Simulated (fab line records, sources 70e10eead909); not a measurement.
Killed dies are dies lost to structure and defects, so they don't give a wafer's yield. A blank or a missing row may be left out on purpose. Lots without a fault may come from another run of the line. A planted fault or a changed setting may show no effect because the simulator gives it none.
Chamber matching | flow nand_harc | NHARC_A_WL_FILL_STRIP_29 on rie_diel-13: 4 sister chambers
The step strips in O2, time 20 s. 16 wafers are shown with their chamber, then 8 later ones without.

WAFERS WITH THEIR CHAMBER
wafer  | chamber | showerhead_plenum_p_Torr (Torr) | drypump_motor_current_A (A) | oes_product_au (a.u.)
L075.1 | 2       | 3.32                            | 5.0                         | 0.980
L075.5 | 3       | 3.45                            | 5.3                         | 0.989
L075.6 | 1       | 3.34                            | 5.3                         | 0.989
L076.3 | 3       | 3.45                            | 5.4                         | 0.999
L076.5 | 0       | 3.32                            | 5.3                         | 0.995
L076.6 | 3       | 3.45                            | 5.3                         | 0.999
L078.1 | 2       | 3.32                            | 5.0                         | 0.982
L078.4 | 1       | 3.33                            | 5.3                         | 0.975
L078.5 | 0       | 3.32                            | 5.4                         | 0.985
L082.4 | 3       | 3.45                            | 5.4                         | 1.019
L082.5 | 3       | 3.45                            | 5.4                         | 1.023
L082.6 | 2       | 3.32                            | 5.0                         | 1.018
L086.3 | 2       | 3.32                            | 5.0                         | 1.022
L086.5 | 1       | 3.33                            | 5.3                         | 1.004
L086.6 | 2       | 3.32                            | 5.0                         | 1.014
L092.3 | 2       | 3.32                            | 5.0                         | 1.010

SIGNATURES (means of the wafers above)
reading                  | chamber 0 | chamber 1 | chamber 2 | chamber 3 | scatter within a chamber
showerhead_plenum_p_Torr | 3.3200    | 3.3333    | 3.3200    | 3.4500    | 0.00236
drypump_motor_current_A  | 5.350     | 5.300     | 5.000     | 5.360     | 0.0376
oes_product_au           | 0.99000   | 0.98933   | 1.00433   | 1.00580   | 0.0159
Rule: a wafer's distance from a chamber is the root of the sum, over the readings, of the square of ((its reading less the chamber's mean) divided by the reading's scatter). The wafer belongs to the nearest chamber; if the next one is less than 2 further off, it can't be placed. The scatter: the root of (the sum of the squares of (reading less its chamber's mean) over the shown wafers, divided by (wafers less chambers)).

WAFERS WITHOUT THEIR CHAMBER
wafer  | showerhead_plenum_p_Torr (Torr) | drypump_motor_current_A (A) | oes_product_au (a.u.)
L092.4 | 3.32                            | 5.3                         | 1.007
L092.6 | 3.32                            | 5.0                         | 1.009
L094.4 | 3.33                            | 5.3                         | 0.993
L094.5 | 3.32                            | 5.0                         | 1.001
L094.6 | 3.33                            | 5.3                         | 0.988
L096.3 | 3.45                            | 5.4                         | 0.995
L096.4 | 3.33                            | 5.3                         | 0.986
L096.5 | 3.32                            | 5.4                         | 1.009

WHICH CHAMBER EACH WENT THROUGH
wafer  | from the rows above | in truth
L092.4 | 0                   | 0
L092.6 | 2                   | 2
L094.4 | 1                   | 1
L094.5 | 2                   | 2
L094.6 | 1                   | 1
L096.3 | 3                   | 3
L096.4 | 1                   | 1
L096.5 | 0                   | 0
Placed correctly: 8 of 8. Can't be placed from these rows: 0. Placed wrongly: 0.
